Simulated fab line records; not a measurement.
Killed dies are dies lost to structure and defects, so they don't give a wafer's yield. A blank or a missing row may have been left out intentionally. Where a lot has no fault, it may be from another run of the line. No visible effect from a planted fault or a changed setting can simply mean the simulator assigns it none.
fab line records    flow nand_harc
record: lots: 7  wafers: 21  last_day: 33
route steps=1302 shown P_GATE@187
lots untouched by any fault: they come from a run of this same line in which no faults occurred
start_h: hours from the record's first day to the start of the lot's first wafer shown    wait_h: hours since the lot's step before    " identical to the entry in the row above    L1.1+2: a single row standing in for several wafers    - no value present, or no start provided    * or withheld: withheld    < > ~ a bound
route shown NAME@n: names a module that has steps shown in the file, with the first one's number in the route    usual: mean and standard deviation over wafers with no fault    same: alike in all rows    chamber/n: place in a boat    sites: per-site readings    _std_site: the standard deviation of these    _edge_site: mean of outer sites minus mean of inner sites    radius_mm: how far each site lies from the wafer's centre    mask NAME#n: copy n    behind: the most recent tool/chamber to have shaped the wafer    hold: cause of the lot's hold/its duration in hours/its outcome    device: which transistor (n, p or np) failed to switch    end of line: tests of these same wafers at the route's end    a step given without rows: its recipe and nothing more    killed: dies lost to structure and defects at the first sort, not the wafer's yield    map: per-die view of a wafer (x killed, . not killed, _ where there is no die)
set.NAME: the setting that was run; set.NAME@STEP: the one run at that earlier step    model.NAME: the simulator's own value behind a step, which no gauge read
lots at selected steps of the route; one table per step, one row per wafer
services: from which hour (start_h, from the record's first day; less than 0 if before it) a tool's chamber was out of use, for how many hours, and why
== steps ==
step: NHARC_P_GATE_DESCUM_61
recipe: time_s: 3  o2_flow_sccm: 200  ar_flow_sccm: 0  bias_power_w: 0  chemistry: O2
usual: drypump_motor_current_A: 6.0/0.34  oes_product_au: 0.999/0.01  rf_vpp_V: 57.6/0.92  showerhead_plenum_p_Torr: 1.86/0.09  throttle_valve_pct: 11.311/0.0085
lot.wafer  tool         chamber  start_h  wait_h  drypump_motor_current_A  oes_product_au  rf_hours_counter_h  rf_vpp_V  showerhead_plenum_p_Torr  throttle_valve_pct
L881.4     rie_diel-06  3        155.06   -       5.5                      1.002           1.0                 57.2      1.80                      11.307
L881.2     "            1        "        "       5.7                      0.997           0.5                 56.3      1.79                      11.326
L881.6     "            0        "        "       5.9                      1.010           -                   57.9      1.81                      11.312
L884.3     rie_diel-12  3        197.55   -       6.4                      0.980           6.4                 57.7      1.99                      11.311
L884.6     "            3        "        "       6.4                      1.009           -                   58.8      1.99                      11.313
L884.5     "            0        "        "       5.9                      1.013           -                   59.4      2.03                      11.308
L891.3     rie_diel-06  2        260.29   -       5.8                      0.992           5.8                 57.4      1.81                      11.309
L891.1     "            3        "        "       5.5                      0.995           7.1                 56.7      1.80                      11.309
L891.5     "            2        "        "       5.9                      1.005           -                   57.3      1.81                      11.319
L893.2     rie_diel-01  3        284.76   -       5.7                      0.990           3.7                 57.6      2.03                      11.307
L893.1     "            0        "        "       5.8                      1.002           4.4                 57.3      1.82                      11.320
L893.4     "            1        "        "       6.7                      0.996           3.4                 58.4      1.79                      11.301
L894.3     rie_diel-01  0        286.69   -       5.8                      1.011           4.4                 57.1      1.83                      11.296
L894.5     "            0        "        "       5.8                      0.994           -                   55.6      1.83                      11.310
L894.6     "            1        "        "       6.7                      1.004           -                   56.6      1.79                      11.316
L897.4     rie_diel-12  3        320.23   -       6.4                      0.990           3.4                 58.8      1.99                      11.326
L897.3     "            1        "        "       6.1                      0.988           3.5                 56.7      1.89                      11.308
L897.5     "            2        "        "       6.5                      1.016           -                   57.6      1.84                      11.315
L899.2     rie_diel-06  1        342.54   -       5.7                      0.993           1.3                 58.4      1.78                      11.305
L899.6     "            2        "        "       5.8                      1.002           -                   59.0      1.81                      11.323
L899.5     "            3        "        "       5.5                      0.999           -                   56.2      1.80                      11.315
step: NHARC_P_GATE_IMPLANT_62
recipe: energy_kev: 20  dose_cm2: 3e+15  tilt_deg: 7
step: NHARC_P_GATE_STRIP_112
recipe: power_w: 1500  temp_c: 110  time_s: 200  chemistry: N2/H2
usual: drypump_motor_current_A: 5.5/0.44  heater_power_w: 89/7.4  temp_c: 110.01/0.13
lot.wafer  tool             chamber  start_h  wait_h  drypump_motor_current_A  heater_power_w  rf_hours_counter_h  temp_c
L881.2     plasma_asher-01  1        155.72   0.2     5.3                      95              25                  110.21
L881.4     "                0        "        "       5.0                      81              -                   110.00
L881.6     "                0        "        "       5.1                      81              -                   109.74
L884.3     plasma_asher-01  0        198.01   0.2     5.1                      82              -                   109.82
L884.5     "                0        "        "       5.1                      82              -                   109.96
L884.6     "                1        "        "       5.3                      98              -                   109.96
L891.1     plasma_asher-01  1        260.65   0.2     5.3                      97              6                   109.96
L891.3     "                1        "        "       5.3                      98              -                   110.09
L891.5     "                1        "        "       5.3                      97              -                   110.24
L893.2     plasma_asher-02  0        285.23   0.3     6.1                      89              7                   110.09
L893.1     "                1        "        "       6.0                      89              7                   110.12
L893.4     "                0        "        "       6.2                      88              -                   110.23
L894.3     plasma_asher-02  1        287.15   0.2     6.0                      85              -                   110.09
L894.5     "                1        "        "       6.0                      86              -                   110.22
L894.6     "                0        "        "       6.2                      87              -                   110.07
L897.3     plasma_asher-01  0        320.67   0.2     5.1                      80              -                   110.11
L897.4     "                1        "        "       5.3                      99              -                   110.12
L897.5     "                1        "        "       5.3                      98              -                   110.13
L899.2     plasma_asher-01  0        342.91   0.2     5.1                      78              29                  110.04
L899.6     "                1        "        "       5.3                      99              -                   110.01
L899.5     "                0        "        "       5.1                      77              -                   110.06
step: NHARC_P_GATE_STRIP_76
recipe: power_w: 1500  temp_c: 250  chemistry: O2
usual: drypump_motor_current_A: 5.5/0.44  heater_power_w: 331/28  temp_c: 250.01/0.2
lot.wafer  tool             chamber  start_h  wait_h  drypump_motor_current_A  heater_power_w  rf_hours_counter_h  temp_c
L881.2     plasma_asher-01  1        155.95   0.2     5.4                      359             26                  250.08
L881.4     "                0        "        "       5.1                      303             -                   249.75
L881.6     "                0        "        "       5.1                      307             -                   249.88
L884.3     plasma_asher-01  0        198.20   0.2     5.1                      305             -                   250.12
L884.5     "                0        "        "       5.1                      311             -                   250.03
L884.6     "                1        "        "       5.3                      359             -                   249.76
L891.1     plasma_asher-01  1        260.91   0.2     5.3                      360             6                   250.18
L891.3     "                1        "        "       5.3                      362             -                   250.08
L891.5     "                1        "        "       5.3                      366             -                   250.04
L893.2     plasma_asher-02  0        285.49   0.2     6.2                      329             7                   249.86
L893.1     "                1        "        "       6.0                      328             7                   249.86
L893.4     "                0        "        "       6.2                      326             -                   249.65
L894.3     plasma_asher-02  1        287.34   0.2     6.0                      326             -                   249.96
L894.5     "                1        "        "       6.0                      320             -                   249.78
L894.6     "                0        "        "       6.1                      324             -                   250.31
L897.3     plasma_asher-01  0        320.87   0.2     5.0                      292             -                   250.09
L897.4     "                1        "        "       5.3                      367             -                   249.87
L897.5     "                1        "        "       5.4                      364             -                   249.77
L899.2     plasma_asher-01  0        343.14   0.2     5.1                      298             30                  249.75
L899.6     "                1        "        "       5.3                      368             -                   249.88
L899.5     "                0        "        "       5.0                      285             -                   249.86
step: NHARC_P_GATE_STRIP_63
recipe: time_s: 900  temp_c: 130  chemistry: SPM
step: NHARC_P_GATE_DEHYDRATE_83
recipe: temp_c: 150  time_s: 120
step: NHARC_P_GATE_HMDS_84
recipe: time_s: 30
step: NHARC_P_GATE_COAT_85
recipe: spin_rpm: 3000
step: NHARC_P_GATE_SOFTBAKE_86
recipe: temp_c: 122  time_s: 95
step: NHARC_P_GATE_EBR_87
step: NHARC_P_GATE_EXPOSE_88
recipe: na: 0.6  target_cd_nm: 2000  dose_mj: 11.87  mask_id: P_HVN
step: NHARC_P_GATE_PEB_89
recipe: peb_temp_c: 118  peb_time_s: 85
step: NHARC_P_GATE_DEVELOP_90
recipe: time_s: 70
lot.wafer   tool            chamber  start_h  wait_h
L881.2+4+6  litho_track-05  0        156      -
L884.3+5+6  litho_track-02  0        198      -
L891.1+3+5  litho_track-05  0        261      -
L893.1+2+4  litho_track-05  0        286      -
L894.3+5+6  litho_track-05  0        288      -
L897.3+4+5  litho_track-03  0        321      -
L899.2+5+6  litho_track-05  0        343      -
step: NHARC_P_GATE_HARDBAKE_92
recipe: temp_c: 125  time_s: 80
step: NHARC_P_GATE_DESCUM_93
recipe: time_s: 3  o2_flow_sccm: 200  ar_flow_sccm: 0  bias_power_w: 0  chemistry: O2
usual: drypump_motor_current_A: 6.0/0.38  oes_product_au: 0.999/0.01  rf_vpp_V: 57.4/0.96  showerhead_plenum_p_Torr: 1.85/0.092  throttle_valve_pct: 11.312/0.0096
lot.wafer  tool         chamber  start_h  wait_h  drypump_motor_current_A  oes_product_au  rf_hours_counter_h  rf_vpp_V  showerhead_plenum_p_Torr  throttle_valve_pct  model.P_GATE.cd_nm
L881.2     rie_diel-06  1        157.01   -       5.7                      0.987           0                   56.0      1.79                      11.305              2001
L881.4     "            2        "        "       5.9                      0.989           1                   58.1      1.81                      11.320              2000
L881.6     "            1        "        "       5.7                      0.997           -                   57.7      1.79                      11.316              1997
L884.3     rie_diel-01  1        199.15   -       6.7                      1.001           11                  57.6      1.79                      11.306              2000
L884.6     "            0        "        "       5.8                      1.008           -                   57.6      1.83                      11.326              2000
L884.5     "            1        "        "       6.7                      0.999           -                   58.6      1.79                      11.313              1999
L891.1     rie_diel-01  1        261.99   -       6.7                      0.991           2                   55.9      1.79                      11.295              718.2
L891.3     "            3        "        "       5.6                      0.986           2                   59.0      2.04                      11.331              1998
L891.5     "            2        "        "       5.9                      1.004           -                   56.3      1.78                      11.311              714.1
L893.2     rie_diel-06  1        286.57   -       5.7                      0.982           8                   57.7      1.78                      11.319              2001
L893.4     "            3        "        "       5.5                      0.999           8                   56.1      1.80                      11.305              1999
L893.1     "            0        "        "       5.9                      1.005           8                   55.8      1.80                      11.300              718.3
L894.3     rie_diel-06  2        288.40   -       5.8                      1.011           7                   57.0      1.81                      11.320              2000
L894.6     "            2        "        "       5.8                      1.005           -                   58.1      1.81                      11.312              1999
L894.5     "            3        "        "       5.5                      1.004           -                   58.2      1.80                      11.303              714.4
L897.4     rie_diel-01  0        321.92   -       5.8                      1.011           6                   56.4      1.82                      11.316              2001
L897.3     "            1        "        "       6.7                      0.993           5                   57.3      1.79                      11.312              2003
L897.5     "            1        "        "       6.7                      1.002           -                   56.3      1.79                      11.331              2003
L899.2     rie_diel-01  1        344.22   -       6.7                      0.990           6                   57.2      1.79                      11.308              717.4
L899.6     "            0        "        "       5.8                      1.010           -                   59.0      1.82                      11.322              2004
L899.5     "            1        "        "       6.7                      1.003           -                   56.2      1.79                      11.310              2001
step: NHARC_P_GATE_IMPLANT_94
recipe: energy_kev: 60  dose_cm2: 2e+15  tilt_deg: 7
== services ==
tool             chamber  start_h  hours  kind
rie_diel-01      2        138.35   6.4    repair
plasma_asher-02  -        147.70   11.9   repair
rie_diel-06      1        150.16   4.8    repair
rie_diel-01      -        169.46   1.3    repair
plasma_asher-01  -        187.31   1.3    repair
rie_diel-06      2        203.48   2.3    repair
rie_diel-01      -        203.80   9.0    pm
plasma_asher-01  -        224.73   9.0    pm
plasma_asher-01  0        224.73   9.0    vent_cycle
litho_track-02   -        227.00   7.0    pm
rie_diel-06      3        227.20   5.2    repair
rie_diel-01      2        231.36   18.8   repair
rie_diel-01      -        239.27   0.7    repair
rie_diel-01      1        240.66   5.5    repair
plasma_asher-02  -        249.19   9.0    pm
rie_diel-01      -        254.04   0.7    repair
plasma_asher-01  -        265.50   0.4    repair
rie_diel-12      -        268.42   9.0    pm
rie_diel-01      3        270.46   5.8    repair
litho_track-03   -        275.00   7.0    pm
rie_diel-12      2        296.80   3.3    repair
litho_track-05   -        299.01   7.0    pm
rie_diel-06      -        307.20   9.0    pm
plasma_asher-02  -        313.87   46.1   repair
== key ==
first_sign none at tools or gauges
model_effect: step: NHARC_P_GATE_DESCUM_93  value: P_GATE.cd_nm  without: 2000  struck: 716.3
met_at NHARC_P_GATE_DEVELOP_90
struck_wafers L891.1,L891.5,L893.1,L894.5
later_rows_left_out L891.1,L891.5,L893.1,L894.5
sort_left_out L891.1,L891.5,L893.1,L894.5
tester_left_out L891,L893,L894
onset_between 156 261
fault: kind: process_parameter_drift  tool: litho_track-05  chamber: -  onset_h: 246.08  steps: NHARC_P_GATE_DEVELOP_90  channel: time_s  offset: *  shape: step  end_h: 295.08  scope: struck_wafers_only  acts_in: *  stated: *
tester_left_out: of these lots the tester's yield and bins aren't shown, on N5 and GAA mostly nor the transistor test; their killed dies are dies lost to structure and defects alone, not to doping, threshold or leakage, so they don't give the yield
sort_left_out: the simulated sort isn't trusted on such a fault, so these wafers' sort isn't shown, and their yield isn't known
later_rows_left_out: the simulator's readings of these wafers behind a module that went badly wrong aren't trusted and aren't shown, but for the sort
